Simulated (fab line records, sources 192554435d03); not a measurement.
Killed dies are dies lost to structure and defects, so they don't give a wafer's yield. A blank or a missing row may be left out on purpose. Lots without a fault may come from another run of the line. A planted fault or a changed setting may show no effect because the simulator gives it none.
One fault seen from 2 desks | flow n5_finfet | each desk has only its own numbers; what lay behind them comes last

THE METROLOGY DESK
What the gauges read, lot by lot, whatever tool the lot ran on: means of the sampled wafers that have a number. A lot is out of limits, marked OUT, if its mean lies more than 4 standard deviations from the usual mean; the brackets give that distance. Of its 11 readings 7 are shown: the one that was out of limits first, and those that lie furthest out on some lot.
Columns: A = DIBL_N at N5_BEOL_M4_RC_MEAS_101, usual 36.5 mV/V; B = IOFF_N at N5_BEOL_M4_RC_MEAS_101, usual 0.17 nA/um; C = ION_N at N5_BEOL_M4_RC_MEAS_101, usual 671 uA/um; D = SS_P at N5_BEOL_M4_RC_MEAS_101, usual 73.5 mV/dec; E = VT_N at N5_BEOL_M4_RC_MEAS_101, usual 250 mV; F = VT_P at N5_BEOL_M4_RC_MEAS_101, usual -250 mV; G = cd_nm at N5_BEOL_M13_CD_MEAS_10, usual 188.5 nm
lot  | first seen here | A    | B    | C   | D    | E   | F    | G
L615 | day 9 17:05     | 34.6 | 0.12 | 657 | 72.7 | 254 | -251 | 188.6
L619 | day 11 02:39    | 34.1 | 0.13 | 664 | 72.9 | 252 | -253 | 134.3 (-36) OUT
L623 | day 11 19:02    | 38.1 | 0.22 | 686 | 74.0 | 246 | -245 | 150.1 (-26) OUT
L625 | day 12 04:43    | 36.0 | 0.15 | 663 | 73.6 | 252 | -252 | 169.6 (-13) OUT
L634 | day 15 04:20    | 37.2 | 0.18 | 672 | 74.0 | 248 | -248 | 188.8
This desk's finding: out of limits on L619, L623, L625; first on L619, day 14 01:02 (cd_nm at N5_BEOL_M13_CD_MEAS_10). In limits: L615, L634.

THE TOOL OWNER'S DESK: krf_scanner-02
The tool's own readings at N5_BEOL_M13_EXPOSE_07 (exposes mask V12): means of the sampled wafers that have a number, for each lot that ran on this tool. A lot is out of limits, marked OUT, if its mean lies more than 4 standard deviations from the usual mean; the brackets give that distance.
Columns: A = exposure_dose_mJ_cm2 at N5_BEOL_M13_EXPOSE_07, usual 24.782
lot  | first seen here | A
L615 | day 12 21:26    | 24.778
L619 | day 14 00:52    | 24.777
L623 | day 14 19:26    | 24.742
L625 | day 15 06:33    | 24.805
L634 | day 18 05:31    | 24.796
This desk's finding: nothing out of limits on any of the 5 lots.

PUT TOGETHER
The metrology desk could have raised an alarm at day 14 01:02, on L619, L623, L625.
The tool owner's desk saw nothing out of limits.
The tool owner's desk has L619, L623, L625 on record, within its limits.
Of the lots named, all ran N5_BEOL_M13_EXPOSE_07 on krf_scanner-02.

WHAT THE SIMULATOR HAD PUT IN
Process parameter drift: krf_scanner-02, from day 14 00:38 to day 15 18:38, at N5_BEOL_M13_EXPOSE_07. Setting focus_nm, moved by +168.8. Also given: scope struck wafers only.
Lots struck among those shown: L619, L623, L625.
Hours from the fault's start to each desk's first reading out of limits: the metrology desk, 0.
